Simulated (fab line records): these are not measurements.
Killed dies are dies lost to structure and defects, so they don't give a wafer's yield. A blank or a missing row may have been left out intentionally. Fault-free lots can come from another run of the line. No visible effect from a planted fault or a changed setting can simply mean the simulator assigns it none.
What tool caused it? | flow n5Finfet | Sampling: 10 lots, 26 wafers, 7 of 1938 route steps

## WHAT EACH GAUGE READ, for each wafer
N5_BEOL_M7_OCD_MEAS_38.
lot  | measured     | on     | trenchDepthNm (nm)
L264 | day 9 03:58  | ocd-02 | 94.0 93.4 93.3
L263 | day 9 09:41  | ocd-01 | 91.8 93.4 91.9
L266 | day 9 13:33  | ocd-01 | 92.3 91.3 93.6
L269 | day 11 11:32 | ocd-02 | 93.7 92.3
L273 | day 12 03:07 | ocd-02 | 94.8 93.1 91.5
L275 | day 12 03:31 | ocd-02 | 94.7 93.3 94.4
L276 | day 12 08:58 | ocd-01 | 91.6 95.9
L280 | day 13 22:14 | ocd-01 | 92.5 90.3 89.5
L283 | day 14 04:18 | ocd-02 | 138.1 95.4
L284 | day 14 11:51 | ocd-02 | 140.1 139.7

N5_BEOL_M7_THK_MEAS_53: measures by xrf.
lot  | measured     | on           | M7_THK (nm)
L264 | day 9 06:38  | filmMetro-01 | 77.3 75.9 77.8
L263 | day 9 13:26  | filmMetro-02 | 77.4 77.0 76.1
L266 | day 9 16:01  | filmMetro-01 | 78.0 75.1 77.6
L269 | day 11 14:08 | filmMetro-01 | 79.3 76.6
L273 | day 12 05:47 | filmMetro-02 | 80.9 77.5 76.1
L275 | day 12 06:23 | filmMetro-02 | 79.6 78.5 79.5
L276 | day 12 12:34 | filmMetro-02 | 76.1 79.8
L280 | day 14 00:41 | filmMetro-02 | 76.5 74.4 73.2
L283 | day 14 06:38 | filmMetro-01 | 121.6 79.0
L284 | day 14 13:53 | filmMetro-01 | 122.2 122.1

N5_BEOL_M7_RS_MEAS_57: the measuring method here is four-point-probe.
lot  | measured     | on           | M7_RS (ohm/sq)
L264 | day 9 06:46  | filmMetro-02 | 0.289 0.293 0.286
L263 | day 9 13:34  | filmMetro-02 | 0.288 0.290 0.295
L266 | day 9 16:08  | filmMetro-02 | 0.287 0.299 0.287
L269 | day 11 14:17 | filmMetro-01 | 0.285 0.297
L273 | day 12 05:55 | filmMetro-01 | 0.278 0.292 0.298
L275 | day 12 06:31 | filmMetro-01 | 0.282 0.287 0.284
L276 | day 12 12:41 | filmMetro-02 | 0.297 0.281
L280 | day 14 00:49 | filmMetro-01 | 0.294 0.306 0.312
L283 | day 14 06:48 | filmMetro-01 | 0.174 0.282
L284 | day 14 14:01 | filmMetro-02 | 0.172 0.172

## EACH LOT AND THE TOOL THAT RAN IT (in order: tool; ch and the chambers of the sampled wafers; start)
lot  | N5_BEOL_M7_ETCH_65                | N5_BEOL_M7_STRIP_36               | N5_BEOL_M7_TRENCH_ETCH_37         | N5_BEOL_M7_PRE_CLEAN_45
L264 | rieDiel-01 ch 0,1,2, day 9 03:35  | rieDiel-01 ch 0,1,2, day 9 03:46  | rieDiel-01 ch 0,1,2, day 9 03:48  | pvdSputter-02, day 9 04:41
L263 | rieDiel-01 ch 0,1,2, day 9 09:19  | rieDiel-01 ch 0,1,2, day 9 09:29  | rieDiel-01 ch 0,1,2, day 9 09:32  | pvdSputter-03, day 9 10:16
L266 | rieDiel-05 ch 2,3, day 9 13:10    | rieDiel-05 ch 2,3, day 9 13:22    | rieDiel-05 ch 2,3, day 9 13:24    | pvdSputter-01, day 9 14:37
L269 | rieDiel-05 ch 1,2, day 11 11:10   | rieDiel-05 ch 1,2, day 11 11:21   | rieDiel-05 ch 1,2, day 11 11:23   | pvdSputter-01, day 11 12:11
L273 | rieDiel-05 ch 1,2,3, day 12 02:44 | rieDiel-05 ch 1,2,3, day 12 02:55 | rieDiel-05 ch 1,2,3, day 12 02:57 | pvdSputter-01, day 12 03:41
L275 | rieDiel-05 ch 0,1,2, day 12 03:08 | rieDiel-05 ch 0,1,2, day 12 03:19 | rieDiel-05 ch 0,1,2, day 12 03:21 | pvdSputter-01, day 12 04:05
L276 | rieDiel-06 ch 2,3, day 12 08:35   | rieDiel-06 ch 2,3, day 12 08:46   | rieDiel-06 ch 2,3, day 12 08:48   | pvdSputter-01, day 12 09:44
L280 | rieDiel-06 ch 0,2, day 13 21:51   | rieDiel-06 ch 0,2, day 13 22:02   | rieDiel-06 ch 0,2, day 13 22:04   | pvdSputter-02, day 13 23:09
L283 | rieDiel-01 ch 1,2, day 14 03:55   | rieDiel-01 ch 1,2, day 14 04:06   | rieDiel-01 ch 1,2, day 14 04:08   | pvdSputter-03, day 14 04:54
L284 | rieDiel-01 ch 1, day 14 11:28     | rieDiel-01 ch 1, day 14 11:39     | rieDiel-01 ch 1, day 14 11:41     | pvdSputter-01, day 14 12:31
- N5_BEOL_M7_ETCH_65: etches SiARC in CF4, target depth 15.6 nm, time 26 s.
- N5_BEOL_M7_STRIP_36: strips in N2/H2.
- N5_BEOL_M7_TRENCH_ETCH_37: etches SiCOH lowk in C4F6/O2, target depth 93.478 nm, time 31.2 s.
- N5_BEOL_M7_PRE_CLEAN_45: time 30 s.

## WHAT THE TOOLS THEMSELVES READ (means of the sampled wafers that have a number; where no wafer has one, the mark that the record gives instead)
N5_BEOL_M7_ETCH_65.
lot  | tool       | drypumpMotorCurrentA (A) | etchRfOnTimeS (s) | mfcArSccm (sccm) | oesProductAu (a.u.) | rfVppV (V) | showerheadPlenumPTorr (Torr) | throttleValvePct (%)
L264 | rieDiel-01 | 5.8                      | 26.2              | 99.6             | 0.64                | 184.7      | 2.16                         | 15.73
L263 | rieDiel-01 | 5.8                      | 26.1              | 100.1            | 0.65                | 184.9      | 2.16                         | 15.73
L266 | rieDiel-05 | 5.5                      | 25.8              | 100.1            | 0.68                | 183.5      | 2.15                         | 15.67
L269 | rieDiel-05 | 5.4                      | 25.4              | 100.1            | 0.70                | 184.9      | 2.16                         | 15.47
L273 | rieDiel-05 | 5.5                      | 25.8              | 100.2            | 0.66                | 184.5      | 2.14                         | 15.63
L275 | rieDiel-05 | 5.6                      | 25.7              | 99.8             | 0.67                | 183.7      | 2.18                         | 15.53
L276 | rieDiel-06 | 5.4                      | 25.7              | 100.2            | 0.64                | 184.2      | 2.10                         | 15.72
L280 | rieDiel-06 | 5.7                      | 27.0              | 100.5            | 0.59                | 184.1      | 2.18                         | 15.80
L283 | rieDiel-01 | 5.7                      | 25.8              | 100.2            | 0.79                | 184.1      | 2.15                         | 15.44
L284 | rieDiel-01 | 6.0                      | 25.7              | 100.1            | 0.78                | 184.0      | 2.18                         | 15.62

N5_BEOL_M7_STRIP_36.
lot  | tool       | drypumpMotorCurrentA (A) | oesProductAu (a.u.) | rfVppV (V) | showerheadPlenumPTorr (Torr) | tempC (C) | throttleValvePct (%)
L264 | rieDiel-01 | 5.8                      | 0.75                | 60.4       | 2.58                         | 40.08     | 23.97
L263 | rieDiel-01 | 5.8                      | 0.75                | 58.7       | 2.58                         | 39.95     | 23.96
L266 | rieDiel-05 | 5.5                      | 0.79                | 57.8       | 2.56                         | 40.00     | 23.82
L269 | rieDiel-05 | 5.4                      | 0.79                | 59.0       | 2.58                         | 40.03     | 23.82
L273 | rieDiel-05 | 5.5                      | 0.76                | 59.5       | 2.54                         | 39.89     | 23.71
L275 | rieDiel-05 | 5.6                      | 0.78                | 58.9       | 2.59                         | 39.98     | 23.78
L276 | rieDiel-06 | 5.4                      | 0.76                | 60.5       | 2.50                         | 39.96     | 23.80
L280 | rieDiel-06 | 5.7                      | 0.70                | 57.1       | 2.58                         | 39.99     | 23.82
L283 | rieDiel-01 | 5.7                      | 0.92                | 61.2       | 2.55                         | 39.85     | 23.77
L284 | rieDiel-01 | 6.0                      | 0.91                | 59.8       | 2.60                         | 40.04     | 24.04

N5_BEOL_M7_TRENCH_ETCH_37.
lot  | tool       | drypumpMotorCurrentA (A) | mfcArSccm (sccm) | oes_o_777_au (a.u.) | oesProductAu (a.u.) | rfVppV (V) | showerheadPlenumPTorr (Torr) | throttleValvePct (%)
L264 | rieDiel-01 | 5.8                      | 300.3            | 0.78                | 0.76                | 663        | 2.87                         | 20.95
L263 | rieDiel-01 | 5.7                      | 299.7            | 0.78                | 0.75                | 664        | 2.87                         | 20.95
L266 | rieDiel-05 | 5.5                      | 299.1            | 0.81                | 0.79                | 673        | 2.86                         | 21.00
L269 | rieDiel-05 | 5.4                      | 300.1            | 0.82                | 0.80                | 680        | 2.86                         | 20.76
L273 | rieDiel-05 | 5.5                      | 300.0            | 0.78                | 0.76                | 674        | 2.84                         | 20.89
L275 | rieDiel-05 | 5.6                      | 300.1            | 0.79                | 0.78                | 677        | 2.90                         | 20.83
L276 | rieDiel-06 | 5.4                      | 298.7            | 0.76                | 0.75                | 652        | 2.79                         | 21.02
L280 | rieDiel-06 | 5.7                      | 300.3            | 0.69                | 0.69                | 656        | 2.89                         | 21.05
L283 | rieDiel-01 | 5.6                      | 299.4            | 0.95                | 1.06                | 668        | 2.84                         | 20.83
L284 | rieDiel-01 | 6.0                      | 299.3            | 0.93                | 1.18                | 671        | 2.88                         | 20.98

N5_BEOL_M7_PRE_CLEAN_45.
lot  | tool          | heaterPowerW (W) | susceptorTempC (C)
L264 | pvdSputter-02 | 336              | 250.02
L263 | pvdSputter-03 | 369              | 250.03
L266 | pvdSputter-01 | 285              | 249.83
L269 | pvdSputter-01 | 294              | 249.99
L273 | pvdSputter-01 | 310              | 249.95
L275 | pvdSputter-01 | 302              | 249.93
L276 | pvdSputter-01 | 301              | 250.17
L280 | pvdSputter-02 | 329              | 250.17
L283 | pvdSputter-03 | 354              | 250.05
L284 | pvdSputter-01 | 290              | 249.97

## THE ANSWER, worked out from the rows above alone
Rule: what is usual is taken from the lots themselves. Put in order of their means at a reading, lots are off if they are a third of the lots or fewer, leave a main group of 4 or more, and stand apart from it by a gap of 3 or more times the standard deviation of the main group's means; of several such gaps the widest counts. The tables above print the reading to a certain number of digits; a main group whose means all agree to those digits is not used. Also off: a lot with no number at a reading for which 4 or more lots have one. The other lots that the step has rows for count as sound. After the gauges, taken in route order, come the tools' own readings; for these a lot's mean is taken, as printed above. The first step at which some lot is off is used, and at that step the reading that is off furthest; a lot without a number counts as furthest.
Off, at N5_BEOL_M7_OCD_MEAS_38 on trenchDepthNm: L283, L284. For the main group the mean is 92.9 nm and the standard deviation 0.99.
A tool fits if, at a process step before that reading, it ran every lot that is off, and no sound lot after the first of them. The gauges at N5_BEOL_M7_OCD_MEAS_38 aren't tried: what is off there is off at N5_BEOL_M7_THK_MEAS_53 too, on other tools, and a gauge's error can't cause that. One fits: N5_BEOL_M7_ETCH_65 and N5_BEOL_M7_STRIP_36 and N5_BEOL_M7_TRENCH_ETCH_37 on rieDiel-01. At N5_BEOL_M7_ETCH_65 its last sound lot is L263 (day 9 09:19), its first lot that is off L283 (day 14 03:55): a fault that began between those two fits.

## WHAT THE SIMULATOR HAD PUT IN
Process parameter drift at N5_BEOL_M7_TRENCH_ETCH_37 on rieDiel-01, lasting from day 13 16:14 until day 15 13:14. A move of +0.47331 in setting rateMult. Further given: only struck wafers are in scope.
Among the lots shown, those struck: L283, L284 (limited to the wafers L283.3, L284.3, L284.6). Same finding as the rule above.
